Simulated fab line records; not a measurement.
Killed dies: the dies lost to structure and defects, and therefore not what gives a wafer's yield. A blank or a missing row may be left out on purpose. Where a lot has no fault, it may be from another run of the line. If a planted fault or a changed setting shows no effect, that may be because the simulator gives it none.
Matching of chambers -- flow nand-harc -- NHARC_A_CONTACT_ETCH_76 on rie-diel-11: 4 sister chambers
The step etches the open film in N2/H2, target depth 260 nm, time 475.3 s. 8 wafers are shown with their chamber, then 7 later ones without.

WAFERS, EACH WITH ITS CHAMBER
wafer,chamber,oes-product-au (a.u.),run-length-s (s)
L352.3,1,0.995,496.4
L352.6,0,0.995,497.3
L350.2,0,0.997,497.3
L353.1,3,1.020,495.7
L353.5,3,1.018,496.2
L354.1,2,0.979,496.5
L354.5,2,0.971,496.8
L354.6,1,0.999,496.4

WAFERS WITHOUT THEIR CHAMBER
wafer,oes-product-au (a.u.),run-length-s (s)
L361.2,0.997,496.1
L361.3,1.013,495.9
L361.5,0.970,496.9
L364.1,0.959,496.5
L364.3,0.972,497.2
L364.4,1.015,495.8
L369.6,1.011,496.3

WHICH CHAMBER EACH WENT THROUGH
wafer,from the rows above,in truth
L361.2,1,1
L361.3,3,3
L361.5,2,2
L364.1,2,2
L364.3,2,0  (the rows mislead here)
L364.4,3,3
L369.6,can't be placed: 3 or 1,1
Correct placement for 5 of the 7. Can't be placed from these rows: 1 (the true chamber is among the candidates in 1). Placed wrongly: 1.
How it was worked out, from the rows above alone: a wafer's distance from a chamber is the root of the sum, over the readings, of the square of ((its reading less the chamber's mean) divided by the reading's scatter). The wafer belongs to the nearest chamber; if the next one is less than 2 further off, it can't be placed. A chamber's mean is the mean of its shown wafers. The scatter is the square root of a quotient: the sum, over the shown wafers, of each reading's squared deviation from its chamber's mean, divided by wafers minus chambers.
